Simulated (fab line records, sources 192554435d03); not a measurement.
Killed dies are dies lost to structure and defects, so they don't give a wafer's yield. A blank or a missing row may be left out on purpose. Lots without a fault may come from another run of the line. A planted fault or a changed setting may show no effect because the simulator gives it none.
A struck lot beside a sound one | flow n5_finfet | 15 steps out of a route of 1938
Sound: wafers L167.2, L167.3, L167.5. Struck: wafer L179.6. (L179.4 of the same lot was not struck and is left out.) The cause comes at the end.
At each step with rows: each side's tool, then ch and its chambers, then its first start. Under that, the readings that differ: sound wafers | struck wafers | difference of the means | sigmas: that difference in standard deviations of wafers without a fault.
alike: readings whose means differ by less than 2 such deviations, and words and numbers that are the same on both sides. not compared: withheld readings, readings that some wafer has no value for, bounds like >300 that may hide the same value, and numbers for which the record gives no deviation and whose values overlap.
The two part at a step that has a row with sigmas, a row that says differs or no value, or rows on one side only. Numbers that don't overlap but have no deviation are shown without sigmas and don't part them. A reading that every wafer of one side lacks parts them only if that side has two wafers or more.

first, 1 step without rows for these wafers: N5_BEOL_M10_STRIP_77 (strips in N2/H2, time 10 s).
N5_BEOL_M10_OCD_MEAS_38:
  sound on ocd-01, day 10 22:47; struck on ocd-01, day 14 05:17
  alike: trench_depth_nm
then, 4 steps without rows for these wafers: N5_BEOL_M10_HM_STRIP_39 (strips TiN in peroxide tin strip, target depth 25 nm, time 158 s); N5_BEOL_M10_SRD_40 (time 30 s); N5_BEOL_M10_PRECLEAN_42 (cleans in residue remover, time 60 s); N5_BEOL_M10_SRD_43 (time 30 s).
N5_BEOL_M10_CD_MEAS_35: target cd 70 nm.
  sound on cd_sem-03, day 10 22:56; struck on cd_sem-01, day 14 05:26
  reading    | sound          | struck | difference | sigmas
  cd_nm (nm) | 71.3 70.4 71.0 | 69.0   | -1.9       | -3
then, 1 step without rows for these wafers: N5_BEOL_M10_CURE_72 (cures SiCOH lowk, time 120 s).
N5_BEOL_M10_DEGAS_44: time 60 s.
  sound on pvd_sputter-03, day 10 23:20; struck on pvd_sputter-02, day 14 06:09
  alike: heater_power_w
N5_BEOL_M10_PRE_CLEAN_45: time 30 s.
  sound on pvd_sputter-03, day 10 23:22; struck on pvd_sputter-02, day 14 06:11
  alike: heater_power_w
N5_BEOL_M10_ALD_74: deposits TaN, target thk 2 nm, pulse time 2 s, purge time 3 s.
  sound on ald_metal-03 ch 0,1,3, day 10 23:26; struck on ald_metal-01 ch 2, day 14 06:15
  alike: heater_power_w
  not compared: since_wet_clean_h
N5_BEOL_M10_SURFACE_TREAT_76:
  sound on pvd_sputter-03, day 10 23:43; struck on pvd_sputter-03, day 14 06:37
  not compared: pressure_mtorr, throttle_valve_pct
N5_BEOL_M10_CVD_75: deposits Co from CCTBA/H2, target thk 2 nm, time 138.9 s.
  sound on cvd_co-02 ch 0,2, day 10 23:47; struck on cvd_co-02 ch 1, day 14 06:58
  reading          | sound             | struck | difference | sigmas
  run_length_s (s) | 162.1 161.5 162.0 | 164.0  | +2.1       | +4
  not compared: since_wet_clean_h
N5_BEOL_M10_SPUTTER_48: material Cu, target thk 12 nm, time 2 s.
  sound on pvd_sputter-03, day 10 23:55; struck on pvd_sputter-02, day 14 08:17
  alike: throttle_valve_pct
then, 1 step without rows for these wafers: N5_PASSIVATION_PROBE_49.

WHERE THEY PART
First at N5_BEOL_M10_CD_MEAS_35; last, within this record, at N5_BEOL_M10_CVD_75. Later steps at which nothing parts them and some readings are alike: N5_BEOL_M10_SPUTTER_48.

WHY: what the simulator had put in
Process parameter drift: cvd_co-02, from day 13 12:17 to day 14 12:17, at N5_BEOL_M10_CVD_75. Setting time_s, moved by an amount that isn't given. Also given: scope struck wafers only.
